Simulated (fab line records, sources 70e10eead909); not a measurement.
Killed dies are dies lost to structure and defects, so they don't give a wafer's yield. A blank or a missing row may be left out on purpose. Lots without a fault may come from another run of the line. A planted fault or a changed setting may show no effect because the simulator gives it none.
fab line records | flow nand_harc
record lots=13 wafers=39 last_day=33
route steps=1302 shown A_CONTACT@1028 THIN_TSV@1267 END@1302
lots that met no fault: from a run of the same line without faults
start_h: hours from the record's first day to the start of the lot's first wafer shown | wait_h: hours since the lot's step before | " the same as in the row above | L1.1+2: a row that stands for several wafers | - no value, or no start given | * or withheld: withheld | < > ~ a bound
route shown NAME@n: a module of which the file shows steps, and the number in the route of the first | usual: mean/standard deviation of fault-free wafers | same: alike in all rows | chamber/n: place in a boat | sites: the reading at each site | _std_site: their standard deviation | _edge_site: outer sites' mean less inner sites' | radius_mm: how far each site lies from the wafer's centre | mask NAME#n: copy n | behind: the tool/chamber that last shaped the wafer | hold: why the lot was held/for how many hours/how that ended | device: the transistor (n, p or np) that didn't switch | end of line: the same wafers' tests at the end of the route | a step without rows: its recipe alone | killed: dies lost to structure and defects at the first sort, not the wafer's yield | map: a wafer's dies, x killed, . not, _ none there
set.NAME: the setting as run; set.NAME@STEP: as run at that earlier step | model.NAME: the simulator's own value behind a step, which no gauge read
steps of the route over a sample of lots; a table a step, a row a wafer
services: from which hour (start_h, from the record's first day; less than 0 if before it) a tool's chamber was out of use, for how many hours, and why
## steps
# step NHARC_A_CONTACT_DEP_58
# recipe target_thk_a=900 target_thk_nm=90 temp_c=400 pressure_torr=3.5 flow_sccm=200 rf_w=350 material=SiON
# usual heater_power_w=714/82
# columns lot.wafer tool chamber start_h wait_h heater_power_w
L600.3 pecvd-04 0 517.64 1.7 759
L600.5 " 2 " " 727
L600.4 " 1 " " 701
L601.3 pecvd-02 1 523.31 1.6 689
L601.5 " 1 " " 704
L601.6 " 2 " " 701
L605.1 pecvd-03 2 548.73 2.8 683
L605.5 " 2 " " 546
L605.6 " 1 " " 566
L604.3 pecvd-04 1 566.33 1.7 781
L604.4 " 0 " " 666
L604.5 " 1 " " 845
L606.2 pecvd-02 2 569.65 2.2 803
L606.4 " 1 " " 629
L606.5 " 0 " " 666
L608.1 pecvd-03 1 583.88 2.8 636
L608.4 " 2 " " 548
L608.5 " 0 " " 653
L611.1 pecvd-04 2 622.48 2.8 792
L611.3 " 0 " " 665
L611.4 " 1 " " 701
L613.3 pecvd-02 2 638.04 1.7 768
L613.2 " 0 " " 732
L613.6 " 1 " " 579
L612.1 pecvd-02 0 638.38 2.7 696
L612.2 " 1 " " 682
L612.4 " 1 " " 693
L614.3 pecvd-03 1 645.50 1.6 534
L614.2 " 2 " " 593
L614.6 " 2 " " 599
L616.1 pecvd-02 1 688.90 2.7 657
L616.3 " 2 " " 730
L616.6 " 1 " " 669
L617.3 pecvd-04 0 698.11 1.6 846
L617.2 " 1 " " 689
L617.1 " 2 " " 678
L621.3 pecvd-02 1 716.01 1.6 682
L621.5 " 1 " " 695
L621.4 " 2 " " 732
# step NHARC_THIN_TSV_DEP_47
# recipe target_thk_a=2000 temp_c=withheld pressure_torr=6.5 rf_w=900 teos_flow_sccm=161.4 flow_sccm=2650 target_thk_nm=200 gas=O2 material=SiO2
# usual throttle_valve_pct=16.1/0.59
# columns lot.wafer tool chamber start_h wait_h throttle_valve_pct
L600.3 pecvd-02 2 562.94 - 15.3
L600.5 " 0 " " 16.4
L600.4 " 2 " " 15.6
L601.3 pecvd-02 0 569.07 - 16.3
L601.5 " 1 " " 16.4
L601.6 " 0 " " 16.0
L605.1 pecvd-02 1 604.94 - 16.4
L605.6 " 2 " " 14.9
L605.5 " 0 " " 16.2
L604.3 pecvd-03 1 610.33 - 15.1
L604.4 " 0 " " 17.0
L604.5 " 1 " " 15.2
L606.2 pecvd-02 0 615.80 - 16.0
L606.5 " 2 " " 15.1
L606.4 " 0 " " 16.1
L608.1 pecvd-03 2 633.27 - 16.0
L608.4 " 0 " " 16.9
L608.5 " 1 " " 15.2
L611.3 pecvd-01 1 667.54 - 16.5
L611.1 " 2 " " 16.2
L611.4 " 1 " " 16.3
L613.3 pecvd-02 2 684.78 - 15.2
L613.2 " 1 " " 16.7
L613.6 " 2 " " 14.9
L612.2 pecvd-03 1 686.19 - 15.3
L612.1 " 2 " " 16.1
L612.4 " 0 " " 17.3
L614.2 pecvd-01 2 690.97 - 15.5
L614.3 " 0 " " 15.7
L614.6 " 0 " " 15.5
L616.3 pecvd-02 2 736.59 - 15.1
L616.1 " 0 " " 16.4
L616.6 " 0 " " 16.2
L617.3 pecvd-01 2 748.92 - 15.4
L617.1 " 0 " " 15.6
L617.2 " 1 " " 16.2
L621.3 pecvd-01 0 763.92 - 15.6
L621.5 " 0 " " 15.8
L621.4 " 1 " " 16.7
# step NHARC_THIN_TSV_PRE_CLEAN_50
# recipe time_s=30 temp_c=280 gas=H2/He
# usual heater_power_w=397/42
# columns lot.wafer tool chamber start_h wait_h heater_power_w
L600.4 pvd_sputter-03 - - - 438
L600.3 " - " " 307
L600.5 " - " " 423
L601.3 pvd_sputter-02 - - - 343
L601.5 " - " " 357
L601.6 " - " " 434
L605.1 pvd_sputter-02 - - - 421
L605.5 " - " " 370
L605.6 " - " " 440
L604.4 pvd_sputter-03 - - - 315
L604.3 " - " " 418
L604.5 " - " " 315
L606.4 pvd_sputter-02 - - - 360
L606.2 " - " " 359
L606.5 " - " " 345
L608.4 pvd_sputter-01 - - - 391
L608.1 " - " " 489
L608.5 " - " " 403
L611.4 pvd_sputter-01 - - - 476
L611.3 " - " " 386
L611.1 " - " " 400
L613.3 pvd_sputter-01 - - - 467
L613.2 " - " " 389
L613.6 " - " " 402
L612.4 pvd_sputter-03 - - - 412
L612.2 " - " " 415
L612.1 " - " " 311
L614.3 pvd_sputter-02 - - - 375
L614.2 " - " " 406
L614.6 " - " " 359
L616.3 pvd_sputter-03 - - - 411
L616.1 " - " " 317
L616.6 " - " " 367
L617.2 pvd_sputter-02 - - - 406
L617.3 " - " " 360
L617.1 " - " " 433
L621.4 pvd_sputter-03 - - - 364
L621.3 " - " " 414
L621.5 " - " " 366
# step NHARC_THIN_TSV_ETCH_36
# recipe target_depth_a=650 over_etch_frac=0.3 time_s=18.571 ion_energy_ev=150 chemistry=Cl2/BCl3
# usual drypump_motor_current_A=5.7/0.43 oes_product_au=1.000/0.0074
# same over_etch_frac=0.3
# columns lot.wafer tool chamber start_h wait_h drypump_motor_current_A oes_product_au rf_hours_counter_h
L600.3 rie_metal-01 1 567.77 0.2 5.0 1.005 -
L600.4 " 0 " " 5.5 1.010 -
L600.5 " 1 " " 5.0 0.992 -
L601.3 rie_metal-02 1 573.85 0.2 5.6 1.008 -
L601.6 " 1 " " 5.6 1.011 -
L601.5 " 0 " " 6.3 1.010 -
L605.1 rie_metal-02 0 609.43 0.2 6.3 1.005 2.3
L605.6 " 0 " " 6.2 1.014 -
L605.5 " 1 " " 5.6 1.008 -
L604.3 rie_metal-01 1 616.08 0.2 5.0 1.002 -
L604.4 " 0 " " 5.5 1.006 -
L604.5 " 0 " " 5.6 1.003 -
L606.2 rie_metal-01 0 620.24 0.2 5.5 1.000 1.1
L606.4 " 0 " " 5.5 1.003 -
L606.5 " 1 " " 5.0 0.990 -
L608.1 rie_metal-03 0 637.83 0.2 6.2 0.984 1.6
L608.4 " 1 " " 5.9 0.988 -
L608.5 " 1 " " 5.9 0.996 -
L611.1 rie_metal-02 0 672.12 0.2 6.3 1.002 0.4
L611.3 " 1 " " 5.6 1.002 -
L611.4 " 0 " " 6.2 1.014 -
L613.2 rie_metal-03 0 689.37 0.2 6.2 0.991 2.5
L613.3 " 1 " " 5.9 0.990 -
L613.6 " 0 " " 6.2 0.986 -
L612.2 rie_metal-01 1 690.64 0.2 5.0 1.007 2.3
L612.1 " 0 " " 5.6 1.006 2.3
L612.4 " 1 " " 5.0 1.000 -
L614.2 rie_metal-02 0 695.41 0.2 6.3 1.003 0.9
L614.3 " 1 " " 5.6 1.005 -
L614.6 " 1 " " 5.6 1.003 -
L616.1 rie_metal-01 1 741.07 0.2 5.0 0.994 3.2
L616.3 " 1 " " 5.0 0.996 -
L616.6 " 1 " " 5.0 0.996 -
L617.1 rie_metal-02 1 754.04 0.4 5.6 1.008 2.2
L617.2 " 1 " " 5.6 1.004 -
L617.3 " 1 " " 5.6 0.998 -
L621.4 rie_metal-02 0 768.40 0.1 6.2 1.006 -
L621.3 " 1 " " 5.6 0.996 -
L621.5 " 1 " " 5.6 1.007 -
# step NHARC_END_SORT_01
# recipe temp_c=25
# usual killed_at_array=54/20 killed_at_other=0.9/1.1 killed_at_periphery=3.8/2.4 killed_dies=58/20 killed_open=3.5/1.9 killed_short=2.5/1.6
# same gross_dies=677
# columns lot.wafer tool chamber start_h wait_h killed_at_array killed_at_other killed_at_periphery killed_dies killed_open killed_short
L617.1 prober-01 0 762.77 2.5 122 2 9 133 2 5
L617.2 prober-01 0 763.56 2.8 130 0 10 140 2 2
L617.3 prober-01 0 764.36 3.1 155 0 13 168 6 1
# killed by level:class
L617.1 A_CONTACT:unspecified=63 A_CHANNEL_HOLE_D1:chamber_film_flake=37 P_GATE:chamber_film_flake=7 A_CONTACT:chamber_film_flake=6 A_SLIT:chamber_film_flake=4 A_CHANNEL_HOLE_D2:chamber_film_flake=2 A_STAIRCASE:chamber_film_flake=2 THIN_TSV:chamber_film_flake=2
L617.2 A_CONTACT:unspecified=87 A_CHANNEL_HOLE_D1:chamber_film_flake=21 A_STAIRCASE:chamber_film_flake=9 P_GATE:chamber_film_flake=8 A_SLIT:chamber_film_flake=5 A_CONTACT:chamber_film_flake=3 A_WL_FILL:geometric_particle:short=2 P_M2:chamber_film_flake=2
L617.3 A_CONTACT:unspecified=94 A_CHANNEL_HOLE_D1:chamber_film_flake=38 P_GATE:chamber_film_flake=10 A_STAIRCASE:chamber_film_flake=6 A_CONTACT:chamber_film_flake=6 A_SLIT:chamber_film_flake=3 A_DECK1_JOINT:geometric_particle:open=2 P_BONDPAD:geometric_particle:open=1
## services
# columns tool chamber start_h hours kind
pecvd-02 1 514.53 3.2 repair
pvd_sputter-02 - 520.14 3.2 repair
pvd_sputter-03 - 526.18 10.0 pm
pecvd-02 - 564.00 3.3 repair
pecvd-03 - 565.96 13.0 pm
rie_metal-01 - 575.00 9.0 pm
pecvd-02 - 589.38 13.0 pm
pecvd-02 - 627.41 1.7 repair
pecvd-04 - 631.51 13.0 pm
pvd_sputter-02 - 638.00 10.0 pm
pecvd-02 - 645.17 0.7 repair
rie_metal-02 - 651.46 9.0 pm
pecvd-01 - 673.25 13.0 pm
pecvd-01 - 699.31 1.6 repair
pvd_sputter-03 - 704.18 10.0 pm
pvd_sputter-02 - 709.67 4.8 repair
pecvd-03 1 714.95 2.0 repair
rie_metal-02 0 717.89 40.7 repair
pecvd-03 2 719.15 2.3 repair
pvd_sputter-03 - 740.24 3.3 repair
pecvd-03 - 747.07 13.0 pm
rie_metal-01 0 749.69 2.5 repair
rie_metal-01 - 752.00 9.0 pm
pecvd-04 - 758.19 2.8 repair
## key
first_sign step=NHARC_END_SORT_01 reading=killed_dies direction=up sigmas=4.4 usual=58 struck=147
effect step=NHARC_END_SORT_01 reading=killed_at_array direction=up sigmas=4.2 usual=54 struck=136
met_at NHARC_A_CONTACT_DEP_58
struck_lots L617
tester_left_out L617
not_acting_at NHARC_THIN_TSV_DEP_47,NHARC_THIN_TSV_PRE_CLEAN_50,NHARC_THIN_TSV_ETCH_36
onset_between 622.48 698.11
earlier_fault kind=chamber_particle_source tool=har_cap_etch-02 chamber=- onset_h=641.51 steps=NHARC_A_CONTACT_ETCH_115 rate_per_visit_cm2=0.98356
fault kind=process_parameter_drift tool=pecvd-04 chamber=- onset_h=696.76 steps=NHARC_A_CONTACT_DEP_58 channel=flow_sccm offset=* shape=step end_h=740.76 acts_in=* stated=*
# tester_left_out: of these lots the tester's yield and bins aren't shown, on N5 and GAA mostly nor the transistor test; their killed dies are dies lost to structure and defects alone, not to doping, threshold or leakage, so they don't give the yield
